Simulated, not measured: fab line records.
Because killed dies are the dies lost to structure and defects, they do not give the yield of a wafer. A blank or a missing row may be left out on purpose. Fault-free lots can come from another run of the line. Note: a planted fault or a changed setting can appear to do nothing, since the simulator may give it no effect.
Lot-split experiment ; flow n5_finfet ; 21 wafers read across 7 lots, on a route 1938 steps long

== THE SPLIT ==
At N5_PMOS_HMC_CHANNEL_EPI_EXPOSE_06 (exposes mask PMOS HMC BLK, target cd 240 nm), the setting dose_mj was moved away from the recipe's 41 on 7 of the 21 wafers read, by -6.1% to +6.6%. This setting was run at the recipe's value on the other wafers.

== FROM THE SPLIT ON TO THE READING: in between, the file shows 1 step ==
- N5_PMOS_HMC_CHANNEL_EPI_DEVELOP_08: develop time 30 s (also split here: develop_time_s)

== THE READING ==
Shown in nm: cd_nm at N5_PMOS_HMC_CHANNEL_EPI_CD_MEAS_09, with target cd 237.4 nm. Typical for fault-free wafers on this fab line: 238.0 nm, with standard deviation 0.96 nm.

wafer;tool, chamber at the split;dose_mj as run;against the recipe;cd_nm, nm;against lot-mates on the recipe
L074.2;arfi_scanner-03, 0;41;recipe;237.8;-
L074.3;arfi_scanner-03, 0;41;recipe;239.0;-
L074.6;arfi_scanner-03, 0;41;recipe;238.0;-
L076.1;arfi_scanner-02, 0;41;recipe;235.8;-
L076.2;arfi_scanner-02, 0;43.69;+6.6%;240.9;+4.3
L076.5;arfi_scanner-02, 0;41;recipe;237.3;-
L083.2;arfi_scanner-01, 0;41;recipe;238.6;-
L083.3;arfi_scanner-01, 0;41;recipe;239.5;-
L083.5;arfi_scanner-01, 0;41;recipe;236.7;-
L084.1;arfi_scanner-02, 0;41;recipe;237.9;-
L084.3;arfi_scanner-02, 0;39.1;-4.6%;234.5;-2.2
L084.6;arfi_scanner-02, 0;41;recipe;235.5;-
L092.1;arfi_scanner-03, 0;41;recipe;237.6;-
L092.4;arfi_scanner-03, 0;42.08;+2.6%;238.5;+0.9
L092.6;arfi_scanner-03, 0;42.08;+2.6%;239.9;+2.3
L094.1;arfi_scanner-01, 0;41;recipe;239.0;-
L094.3;arfi_scanner-01, 0;41;recipe;240.7;-
L094.5;arfi_scanner-01, 0;38.51;-6.1%;234.7;-5.2
L095.1;arfi_scanner-02, 0;43.14;+5.2%;240.8;+3.4
L095.2;arfi_scanner-02, 0;41;recipe;237.4;-
L095.4;arfi_scanner-02, 0;43.14;+5.2%;240.4;+3.0

THE FIT
A straight line over all 21 wafers: cd_nm changes by +0.535 nm for each +1% of dose_mj; r = +0.79; the points scatter about the line by 1.2 nm.
The same after taking each lot's own level away (the mean of its wafers on the recipe; 21 wafers): +0.662 nm for each +1%; r = +0.92; scatter 0.85 nm.
Per that fit: largest dose_mj move, reading shift of 4.3 nm.
The lots' own levels span 236.55 to 239.85 nm, that is 3.4 times the standard deviation above.
So the lot-to-lot level blurs the effect unless lot-mates are compared.
Check: for one of the wafers moved furthest among these (+6.6%), held out of the fit, the line's prediction against its lot-mates is +4.27 nm. Against them it came out at +4.35 nm.

== FURTHER SPLITS ON THESE WAFERS ==
Before the reading, these wafers also passed through other splits. Each is held against what the fit with the lots' levels taken away leaves over:
other split on the same wafers;wafers away from the commonest value;r with cd_nm (lot level and that fit taken away)
N5_PMOS_HMC_CHANNEL_EPI_DEVELOP_08 develop_time_s;9;+0.19

== THE WHOLE CHAIN: every reading that the file lists as answering this split, in the file's order ==
step;what it does;reading;change (the file's fit);r (the file's)
N5_PMOS_HMC_CHANNEL_EPI_CD_MEAS_09;target cd 237.4 nm;cd_nm;+0.663 nm for each +1% of the setting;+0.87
N5_PMOS_HMC_CHANNEL_EPI_DESCUM_14;chemistry O2, time 7.9 s;PMOS_HMC_CHANNEL_EPI.cd_nm (the simulator's own value, which no gauge read);+0.644 nm for each +1% of the setting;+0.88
N5_PMOS_HMC_CHANNEL_EPI_ETCH_32;etches BARC in N2/H2, stops on SiO2, target depth 85.8 nm, time 50.3 s;PMOS_HMC_CHANNEL_EPI.cd_nm (the simulator's own value, which no gauge read);+0.702 nm for each +1% of the setting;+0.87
N5_PMOS_HMC_CHANNEL_EPI_ETCH_38;etches SiO2 in CF4, target depth 1.5 nm;PMOS_HMC_CHANNEL_EPI.cd_nm (the simulator's own value, which no gauge read);+0.71 nm for each +1% of the setting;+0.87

== THE FILE'S OWN FIT ==
cd_nm changes by +0.663 nm for each +1% of dose_mj, r = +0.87.
